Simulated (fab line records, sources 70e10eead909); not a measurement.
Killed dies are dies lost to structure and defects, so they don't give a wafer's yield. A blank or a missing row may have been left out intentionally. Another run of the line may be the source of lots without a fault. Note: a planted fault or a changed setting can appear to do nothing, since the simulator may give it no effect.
fab line records    flow nand-harc
record lots=12  wafers=36  last-day=27
route steps=1159 shown P_BONDPAD@365 END@1159
lots that met no fault: taken from a fault-free run of the same line
start-h: start of the lot's first displayed wafer, in hours after the record's first day    wait-h: hours from the lot's prior step to this one    " identical to the entry in the row above    L1.1+2: a single row standing in for several wafers    - no value, or no start given    * or withheld: withheld    < > ~ a bound
route shown NAME@n: a module of which the file shows steps, and the number in the route of the first    usual: mean/standard deviation taken from wafers without a fault    same: alike in all rows    chamber/n: place in a boat    sites: the reading at each site    _std_site: the values' standard deviation    _edge_site: mean of outer sites minus mean of inner sites    radius-mm: how far each site lies from the wafer's centre    mask NAME#n: copy n    behind: the tool/chamber that last shaped the wafer    hold: what put the lot on hold/how long, in hours/how the hold closed    device: the transistor (n, p or np) that didn't switch    end of line: tests of these same wafers at the route's end    a step with no rows: only its recipe    killed: at the first sort, the dies lost to defects and structure; wafer yield is something else    map: a wafer's dies, marking killed ones x, the rest . and places with no die _
set.NAME: the setting that was run; set.NAME@STEP: the one run at that earlier step    model.NAME: the simulator's own value behind a step, which no gauge read
route steps across a sampled set of lots; one table per step, one row per wafer
services: when a tool's chamber went out of use (start-h, in hours from the record's first day, below 0 if earlier), for how many hours, and the reason
## steps
# step NHARC_P_BONDPAD_OVL_MEAS_38
# usual overlay-x-nm=1/5.9  overlay-y-nm=0/6.9
lot.wafer  tool        chamber  start-h  wait-h  overlay-x-nm  overlay-y-nm
L168.2     overlay-02  -        140.89   -       -3            8
L168.3     "           -        "        "       -3            7
L168.6     "           -        "        "       -3            7
L169.1     overlay-01  -        142.15   -       -8            -4
L169.3     "           -        "        "       -7            -4
L169.4     "           -        "        "       -7            -3
L171.1     overlay-01  -        150.40   -       3             8
L171.4     "           -        "        "       3             7
L171.5     "           -        "        "       3             8
L172.4     overlay-01  -        157.52   -       -4            3
L172.5     "           -        "        "       -4            3
L172.6     "           -        "        "       -3            2
L176.3     overlay-02  -        182.63   -       5             -4
L176.5     "           -        "        "       4             -5
L176.6     "           -        "        "       4             -4
L183.1     overlay-01  -        231.36   -       -5            10
L183.2     "           -        "        "       -5            10
L183.5     "           -        "        "       -5            10
L182.2     overlay-01  -        233.26   -       10            8
L182.3     "           -        "        "       10            8
L182.6     "           -        "        "       10            8
L184.1     overlay-01  -        235.50   -       11            -9
L184.3     "           -        "        "       11            -8
L184.4     "           -        "        "       12            -8
L187.1     overlay-01  -        245.93   -       -1            -12
L187.5     "           -        "        "       -1            -11
L187.6     "           -        "        "       -1            -11
L186.1     overlay-02  -        250.60   -       3             -14
L186.2     "           -        "        "       3             -14
L186.5     "           -        "        "       3             -14
L188.1     overlay-01  -        255.50   -       5             -4
L188.2     "           -        "        "       4             -5
L188.6     "           -        "        "       5             -4
L189.2     overlay-02  -        257.63   -       5             -5
L189.5     "           -        "        "       5             -4
L189.6     "           -        "        "       5             -5
# step NHARC_P_BONDPAD_PVD_17
# recipe target-thk-a=50  bias-v=168.6  power-w=15000  chamber-pressure-pa=0.12  time-s=8.06  substrate-temp-c=50  material=TaN
# usual chamber-pressure-pa=0.11997/0.00025  substrate-temp-c=49.99/0.1  throttle-valve-pct=29.8/1
lot.wafer  tool            chamber  start-h  wait-h  chamber-pressure-pa  substrate-temp-c  throttle-valve-pct
L168.3     pvd-sputter-01  -        142.31   -       0.1202               49.97             30.5
L168.2     "               -        "        "       0.11963              49.89             28.5
L168.6     "               -        "        "       0.11994              50.10             29.4
L169.3     pvd-sputter-01  -        143.38   -       0.11973              50.15             28.4
L169.4     "               -        "        "       0.11996              49.94             29.3
L169.1     "               -        "        "       0.11974              49.98             30.4
L171.4     pvd-sputter-03  -        151.64   -       0.11993              50.15             31.3
L171.1     "               -        "        "       0.12016              50.03             28.8
L171.5     "               -        "        "       0.11973              50.06             29.1
L171.4     pvd-sputter-03  -        151.91   -       0.12004              50.15             31.0
L171.1     "               -        "        "       0.11972              49.89             29.0
L171.5     "               -        "        "       0.12038              49.96             29.4
L172.4     pvd-sputter-03  -        158.83   -       0.12011              50.05             28.9
L172.5     "               -        "        "       0.11989              50.22             29.1
L172.6     "               -        "        "       0.12013              49.93             29.0
L172.4     pvd-sputter-03  -        159.09   -       0.11994              49.94             29.2
L172.5     "               -        "        "       0.11984              49.95             29.1
L172.6     "               -        "        "       0.11991              50.10             29.4
L176.3     pvd-sputter-03  -        184.02   -       0.11997              50.01             28.9
L176.6     "               -        "        "       0.11981              49.93             31.2
L176.5     "               -        "        "       0.11977              50.09             30.5
L183.2     pvd-sputter-03  -        232.63   -       0.12014              50.01             30.5
L183.1     "               -        "        "       0.12038              49.97             28.7
L183.5     "               -        "        "       0.12004              50.10             31.2
L182.2     pvd-sputter-01  -        234.44   -       0.11967              50.05             31.2
L182.3     "               -        "        "       0.12028              50.09             30.4
L182.6     "               -        "        "       0.11964              50.01             28.5
L184.4     pvd-sputter-03  -        236.76   0.1     0.11999              49.98             29.0
L184.3     "               -        "        "       0.11926              49.99             29.2
L184.1     "               -        "        "       0.11999              50.13             31.1
L187.1     pvd-sputter-03  -        247.13   -       0.11981              49.87             30.9
L187.6     "               -        "        "       0.11969              49.94             29.2
L187.5     "               -        "        "       0.11961              49.95             30.9
L186.2     pvd-sputter-03  -        251.79   -       0.12026              50.01             30.1
L186.1     "               -        "        "       0.11997              49.92             29.2
L186.5     "               -        "        "       0.12007              49.98             31.1
L188.2     pvd-sputter-02  -        256.85   -       0.12015              50.13             29.6
L188.1     "               -        "        "       0.11977              50.20             29.1
L188.6     "               -        "        "       0.12001              49.93             29.3
L189.2     pvd-sputter-01  -        258.88   -       0.12005              50.06             28.4
L189.6     "               -        "        "       0.12                 49.99             28.2
L189.5     "               -        "        "       0.1204               49.84             31.3
# step NHARC_P_BONDPAD_PVD_27
# recipe target-thk-a=300  chamber-pressure-pa=5  power-w=5000  substrate-temp-c=30  time-s=20.49  material=Cu
# usual chamber-pressure-pa=5.000/0.0096  substrate-temp-c=29.99/0.11  throttle-valve-pct=29.8/1
lot.wafer  tool            chamber  start-h  wait-h  chamber-pressure-pa  substrate-temp-c  throttle-valve-pct
L168.3     pvd-sputter-01  -        -        -       4.991                29.85             28.0
L168.2     "               -        "        "       4.983                30.14             29.3
L168.6     "               -        "        "       4.995                29.80             28.5
L169.1     pvd-sputter-01  -        -        -       4.988                29.96             29.4
L169.3     "               -        "        "       4.999                30.18             30.6
L169.4     "               -        "        "       5.013                29.94             30.7
L171.1     pvd-sputter-03  -        -        -       4.988                29.83             30.3
L171.4     "               -        "        "       5.005                29.95             29.2
L171.5     "               -        "        "       4.991                29.96             30.6
L172.4     pvd-sputter-03  -        -        -       5.018                29.89             28.9
L172.6     "               -        "        "       4.984                30.14             30.7
L172.5     "               -        "        "       4.994                29.95             30.4
L176.3     pvd-sputter-03  -        -        -       4.997                29.91             30.8
L176.5     "               -        "        "       5.010                29.91             29.1
L176.6     "               -        "        "       5.004                29.90             29.2
L183.1     pvd-sputter-03  -        -        -       4.992                30.17             28.9
L183.2     "               -        "        "       5.000                30.22             31.2
L183.5     "               -        "        "       4.994                30.06             29.2
L182.3     pvd-sputter-01  -        -        -       4.998                29.85             28.3
L182.2     "               -        "        "       4.984                29.90             28.3
L182.6     "               -        "        "       4.998                29.93             28.6
L184.1     pvd-sputter-03  -        236.98   0.1     4.997                30.03             28.7
L184.4     "               -        "        "       5.004                29.99             29.2
L184.3     "               -        "        "       4.995                29.77             31.1
L187.1     pvd-sputter-03  -        -        -       5.007                29.95             28.9
L187.6     "               -        "        "       4.999                30.28             29.1
L187.5     "               -        "        "       5.004                29.85             31.2
L186.1     pvd-sputter-03  -        -        -       4.992                30.00             31.1
L186.2     "               -        "        "       5.013                30.06             30.4
L186.5     "               -        "        "       4.995                30.03             28.9
L188.2     pvd-sputter-02  -        -        -       4.996                29.76             28.8
L188.1     "               -        "        "       5.018                29.75             30.4
L188.6     "               -        "        "       5.011                30.03             30.1
L189.2     pvd-sputter-01  -        -        -       5.003                29.86             28.4
L189.6     "               -        "        "       4.996                30.01             30.4
L189.5     "               -        "        "       4.976                30.14             27.9
# step NHARC_P_BONDPAD_ANNEAL_28
# recipe temp-c=225  time-s=90
# usual wafer_temp_C_max=226.3/0.39
lot.wafer  tool           chamber  start-h  wait-h  wafer_temp_C_max
L168.2     rtp-anneal-02  0        143.02   0.4     227.1
L168.3     "              0        "        "       226.2
L168.6     "              0        "        "       226.7
L169.1     rtp-anneal-01  0        144.03   -       225.8
L169.3     "              0        "        "       226.3
L169.4     "              0        "        "       226.3
L171.1     rtp-anneal-01  0        152.54   -       225.9
L171.4     "              0        "        "       225.3
L171.5     "              0        "        "       225.7
L172.4     rtp-anneal-02  0        159.90   0.4     226.2
L172.5     "              0        "        "       226.7
L172.6     "              0        "        "       226.3
L176.3     rtp-anneal-01  0        184.71   0.3     226.2
L176.5     "              0        "        "       226.5
L176.6     "              0        "        "       226.5
L183.1     rtp-anneal-01  0        233.26   -       226.5
L183.2     "              0        "        "       226.0
L183.5     "              0        "        "       226.1
L182.2     rtp-anneal-01  0        235.37   -       225.8
L182.3     "              0        "        "       226.0
L182.6     "              0        "        "       225.9
L184.1     rtp-anneal-01  0        238.06   -       225.7
L184.3     "              0        "        "       225.9
L184.4     "              0        "        "       226.2
L187.1     rtp-anneal-02  0        247.75   0.3     226.8
L187.5     "              0        "        "       226.3
L187.6     "              0        "        "       227.0
L186.1     rtp-anneal-02  0        252.41   0.3     226.8
L186.2     "              0        "        "       226.5
L186.5     "              0        "        "       226.8
L188.1     rtp-anneal-01  0        257.48   0.3     226.0
L188.2     "              0        "        "       226.3
L188.6     "              0        "        "       226.0
L189.2     rtp-anneal-02  0        259.54   0.4     226.3
L189.5     "              0        "        "       227.0
L189.6     "              0        "        "       226.3
# step NHARC_END_SORT_01
# recipe temp-c=25
# usual defect-limited-yield=95.4/1.6  killed-at-array=28/11  killed-at-other=0.9/1.2  killed-at-periphery=2.6/2.1  killed-dies=31/11  killed-open=3.1/1.7  killed-short=1.9/1.3  sort_bin_2_pct=1.5/0.64  sort_bin_3_pct=0.26/0.21  sort_bin_4_pct=2.9/1.1  sort-n-pass=646/11  sort-rim-yield-pct=96.4/2.3  sort-yield-pct=95.4/1.6
# same gross-dies=677  sort_bin_5_pct[%]=0  sort_bin_6_pct[%]=0  sort_bin_7_pct[%]=0  sort_bin_8_pct[%]=0  sort-rim-n-gross=106.00
lot.wafer  tool       chamber  start-h  wait-h  defect-limited-yield[%]  killed-at-array  killed-at-other  killed-at-periphery  killed-dies  killed-open  killed-short  sort_bin_2_pct[%]  sort_bin_3_pct[%]  sort_bin_4_pct[%]  sort-n-pass  sort-rim-yield-pct[%]  sort-yield-pct[%]
L169.1     prober-02  0        484.24   2.5     97.9                     11               1                2                    14           4            1             0.4                0                  1.6                663          98.1                   97.9
L169.3     prober-02  0        485.84   3.1     98.1                     12               0                1                    13           1            0             0.7                0                  1.2                664          99.1                   98.1
L169.4     prober-02  0        486.64   3.4     97.8                     12               0                3                    15           1            1             0.6                0                  1.6                662          100.0                  97.8
L171.1     prober-02  0        510.39   2.5     95.3                     29               0                3                    32           6            0             1.6                0.30               2.8                645          96.2                   95.3
L171.4     prober-02  0        512.78   3.4     93.9                     38               0                3                    41           4            2             2.8                0.30               3.0                636          99.1                   93.9
L171.5     prober-02  0        513.58   3.7     94.1                     39               0                1                    40           0            2             1.8                0.44               3.7                637          97.2                   94.1
L182.2     prober-02  0        599.20   2.8     96.2                     23               3                0                    26           2            0             1.2                0.44               2.2                651          100.0                  96.2
L182.3     prober-02  0        600.00   3.1     97.0                     14               4                2                    20           5            1             0.9                0                  2.1                657          98.1                   97.0
L182.6     prober-02  0        602.37   4.0     95.1                     30               3                0                    33           3            0             1.5                0.30               3.1                644          97.2                   95.1
L184.1     prober-02  0        606.09   2.4     93.8                     38               0                4                    42           3            3             1.6                0.30               4.3                635          94.3                   93.8
L184.3     prober-02  0        607.69   3.1     93.8                     41               0                1                    42           0            2             1.2                0.44               4.6                635          97.2                   93.8
L184.4     prober-02  0        608.49   3.4     94.1                     38               0                2                    40           4            1             1.5                0.30               4.1                637          93.4                   94.1
L183.1     prober-01  0        609.33   2.5     95.1                     31               0                2                    33           4            4             1.5                0.15               3.2                644          98.1                   95.1
L183.2     prober-01  0        610.13   2.8     94.8                     26               1                8                    35           4            1             1.3                0.30               3.5                642          95.3                   94.8
L183.5     prober-01  0        612.52   3.7     93.1                     39               1                7                    47           3            5             1.6                0.30               5.0                630          99.1                   93.1
L187.1     prober-02  0        621.68   2.5     96.8                     15               1                6                    22           4            0             1.6                0                  1.6                655          99.1                   96.8
L187.5     prober-02  0        624.87   3.7     97.0                     17               0                3                    20           4            1             1.2                0.30               1.5                657          97.2                   97.0
L187.6     prober-02  0        625.67   4.0     95.9                     21               0                7                    28           7            1             0.6                0.15               3.4                649          96.2                   95.9
L186.1     prober-02  0        629.46   2.5     92.2                     52               1                0                    53           2            2             2.5                0.59               4.7                624          94.3                   92.2
L186.2     prober-02  0        630.25   2.8     92.2                     50               0                3                    53           5            4             2.4                0.59               4.9                624          88.7                   92.2
L186.5     prober-02  0        632.65   3.7     91.0                     58               0                3                    61           5            0             3.0                0.44               5.6                616          92.5                   91.0
# killed by level:class
L169.1 A_CONTACT:chamber-film-flake=3 A_CHANNEL_HOLE_D1:chamber-film-flake=2 A_SLIT:chamber-film-flake=2 P_STI:geometric-particle:short=1 P_CONTACT:geometric-particle:open=1 A_ONON_D1:geometric-particle:open=1 A_CONTACT:geometric-particle:open=1 A_BLC:geometric-particle:open=1
L169.3 A_STAIRCASE:chamber-film-flake=3 A_SLIT:chamber-film-flake=3 A_CONTACT:chamber-film-flake=3 A_CHANNEL_FILL_D1:geometric-particle:open=1 P_ZERO_WELL:chamber-film-flake=1 A_SGD_CUT:chamber-film-flake=1 A_WL_FILL:chamber-film-flake=1
L169.4 A_CHANNEL_HOLE_D1:chamber-film-flake=5 A_WL_FILL:chamber-film-flake=3 P_STI:chamber-film-flake=2 P_GATE:geometric-particle:short=1 A_M0:geometric-particle:open=1 A_STAIRCASE:chamber-film-flake=1 A_SLIT:chamber-film-flake=1 A_CONTACT:chamber-film-flake=1
L171.1 A_CHANNEL_HOLE_D1:chamber-film-flake=9 A_SLIT:chamber-film-flake=4 A_STAIRCASE:chamber-film-flake=4 A_WL_FILL:chamber-film-flake=4 A_CONTACT:chamber-film-flake=4 P_GATE:geometric-particle:open=2 A_CONTACT:geometric-particle:open=2 P_M0:geometric-particle:open=1
L171.4 A_CHANNEL_HOLE_D1:chamber-film-flake=15 A_SLIT:chamber-film-flake=11 A_WL_FILL:chamber-film-flake=3 A_STAIRCASE:chamber-film-flake=2 A_CONTACT:chamber-film-flake=2 P_M1:geometric-particle:short=1 P_M1:geometric-particle:open=1 A_CHANNEL_FILL_D1:geometric-particle:short=1
L171.5 A_CHANNEL_HOLE_D1:chamber-film-flake=14 A_SLIT:chamber-film-flake=9 A_STAIRCASE:chamber-film-flake=5 A_CONTACT:chamber-film-flake=5 A_CHANNEL_FILL_D1:chamber-film-flake=2 A_WL_FILL:chamber-film-flake=2 P_M2:geometric-particle:short=1 A_CHANNEL_FILL_D1:geometric-particle:short=1
L182.2 A_SLIT:chamber-film-flake=12 A_CHANNEL_HOLE_D1:chamber-film-flake=5 A_CONTACT:chamber-film-flake=3 THIN_TSV:chamber-film-flake=3 A_ONON_D1:geometric-particle:open=1 A_M0:geometric-particle:open=1 A_STAIRCASE:chamber-film-flake=1
L182.3 A_SLIT:chamber-film-flake=6 THIN_TSV:chamber-film-flake=4 A_WL_FILL:geometric-particle:open=2 A_STAIRCASE:chamber-film-flake=2 P_GATE:geometric-particle:open=1 A_CHANNEL_FILL_D1:geometric-particle:short=1 A_CHANNEL_FILL_D1:geometric-particle:open=1 A_CONTACT:geometric-particle:open=1
L182.6 A_SLIT:chamber-film-flake=12 A_CHANNEL_HOLE_D1:chamber-film-flake=7 A_CONTACT:chamber-film-flake=6 THIN_TSV:chamber-film-flake=3 A_BLC:geometric-particle:open=2 A_STAIRCASE:chamber-film-flake=2 A_CONTACT:geometric-particle:open=1
L184.1 A_CHANNEL_HOLE_D1:chamber-film-flake=18 A_SLIT:chamber-film-flake=11 A_CONTACT:chamber-film-flake=4 P_M2:chamber-film-flake=2 P_CONTACT:geometric-particle:short=1 P_M0:geometric-particle:open=1 A_SOURCE_PLATE:geometric-particle:short=1 A_WL_FILL:geometric-particle:short=1
L184.3 A_CHANNEL_HOLE_D1:chamber-film-flake=22 A_SLIT:chamber-film-flake=12 A_CONTACT:chamber-film-flake=3 A_STAIRCASE:chamber-film-flake=2 A_SOURCE_PLATE:geometric-particle:short=1 A_CHANNEL_FILL_D1:geometric-particle:short=1 P_ZERO_WELL:chamber-film-flake=1
L184.4 A_CHANNEL_HOLE_D1:chamber-film-flake=19 A_SLIT:chamber-film-flake=9 A_CONTACT:chamber-film-flake=3 A_STAIRCASE:chamber-film-flake=2 P_M0:geometric-particle:open=1 A_ONON_D1:geometric-particle:open=1 A_SGD_CUT:geometric-particle:open=1 A_M0:geometric-particle:open=1
L183.1 A_CHANNEL_HOLE_D1:chamber-film-flake=20 A_ONON_D1:geometric-particle:short=3 P_STI:geometric-particle:open=1 A_SOURCE_PLATE:geometric-particle:open=1 A_CHANNEL_HOLE_D1:geometric-particle:short=1 A_SLIT:geometric-particle:open=1 A_CONTACT:geometric-particle:open=1 P_M2:chamber-film-flake=1
L183.2 A_CHANNEL_HOLE_D1:chamber-film-flake=18 P_M2:chamber-film-flake=5 P_M1:chamber-film-flake=3 A_ONON_D1:geometric-particle:short=1 A_SOURCE_PLATE:geometric-particle:open=1 A_CHANNEL_FILL_D1:geometric-particle:open=1 A_SGD_CUT:geometric-particle:open=1 A_CONTACT:geometric-particle:open=1
L183.5 A_CHANNEL_HOLE_D1:chamber-film-flake=24 P_M2:chamber-film-flake=5 A_ONON_D1:geometric-particle:short=3 A_M1:chamber-film-flake=3 A_CHANNEL_FILL_D1:geometric-particle:open=2 P_M1:chamber-film-flake=2 A_STAIRCASE:chamber-film-flake=2 A_SOURCE_PLATE:geometric-particle:short=1
L187.1 P_M1:chamber-film-flake=6 A_CHANNEL_HOLE_D1:chamber-film-flake=3 A_CONTACT:chamber-film-flake=3 A_CONTACT:geometric-particle:open=2 A_STAIRCASE:chamber-film-flake=2 A_BONDPAD:chamber-film-flake=2 A_SLIT:geometric-particle:open=1 A_BLC:geometric-particle:open=1
L187.5 A_STAIRCASE:chamber-film-flake=6 A_CHANNEL_HOLE_D1:chamber-film-flake=3 A_CONTACT:chamber-film-flake=3 A_M0:geometric-particle:open=2 P_M1:chamber-film-flake=2 P_M0:geometric-particle:open=1 A_CONTACT:geometric-particle:short=1 A_CONTACT:geometric-particle:open=1
L187.6 A_STAIRCASE:chamber-film-flake=6 A_CHANNEL_HOLE_D1:chamber-film-flake=5 A_CONTACT:chamber-film-flake=4 P_M1:chamber-film-flake=3 A_CHANNEL_FILL_D1:geometric-particle:open=2 P_GATE:geometric-particle:short=1 P_GATE:geometric-particle:open=1 P_CONTACT:geometric-particle:open=1
L186.1 A_CHANNEL_HOLE_D1:chamber-film-flake=20 A_SLIT:chamber-film-flake=13 A_CONTACT:chamber-film-flake=10 A_STAIRCASE:chamber-film-flake=3 A_ZERO_WELL:chamber-film-flake=2 A_ONON_D1:geometric-particle:short=1 A_CHANNEL_FILL_D1:geometric-particle:open=1 A_SGD_CUT:geometric-particle:short=1
L186.2 A_CHANNEL_HOLE_D1:chamber-film-flake=21 A_SLIT:chamber-film-flake=12 A_CONTACT:chamber-film-flake=5 A_STAIRCASE:chamber-film-flake=4 A_ONON_D1:geometric-particle:short=2 A_CHANNEL_FILL_D1:geometric-particle:open=2 P_CONTACT:geometric-particle:open=1 P_M0:geometric-particle:open=1
L186.5 A_CHANNEL_HOLE_D1:chamber-film-flake=22 A_SLIT:chamber-film-flake=15 A_CONTACT:chamber-film-flake=10 A_STAIRCASE:chamber-film-flake=7 A_CONTACT:geometric-particle:open=2 P_ZERO_WELL:chamber-film-flake=2 P_M1:geometric-particle:open=1 A_WL_FILL:geometric-particle:open=1
## services
tool            chamber  start-h  hours  kind
pvd-sputter-01  -        124.79   1.1    repair
pvd-sputter-02  -        140.30   20.0   repair
pvd-sputter-01  -        158.00   10.0   pm
pvd-sputter-03  -        204.12   0.7    repair
pvd-sputter-02  -        214.00   10.0   pm
pvd-sputter-02  -        246.93   1.6    repair
## key
first-sign step=NHARC_P_BONDPAD_PVD_17  reading=visit  direction=added
effect none on later readings
met-at NHARC_P_BONDPAD_PVD_17
struck-lots L171,L172
not-acting-at NHARC_P_BONDPAD_OVL_MEAS_38,NHARC_P_BONDPAD_PVD_27,NHARC_P_BONDPAD_ANNEAL_28
fault kind=repeated-step-whole  tool=pvd-sputter-01,pvd-sputter-02,pvd-sputter-03  chamber=-  onset-h=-  steps=NHARC_P_BONDPAD_PVD_17  times=1  scope=struck-lots-only
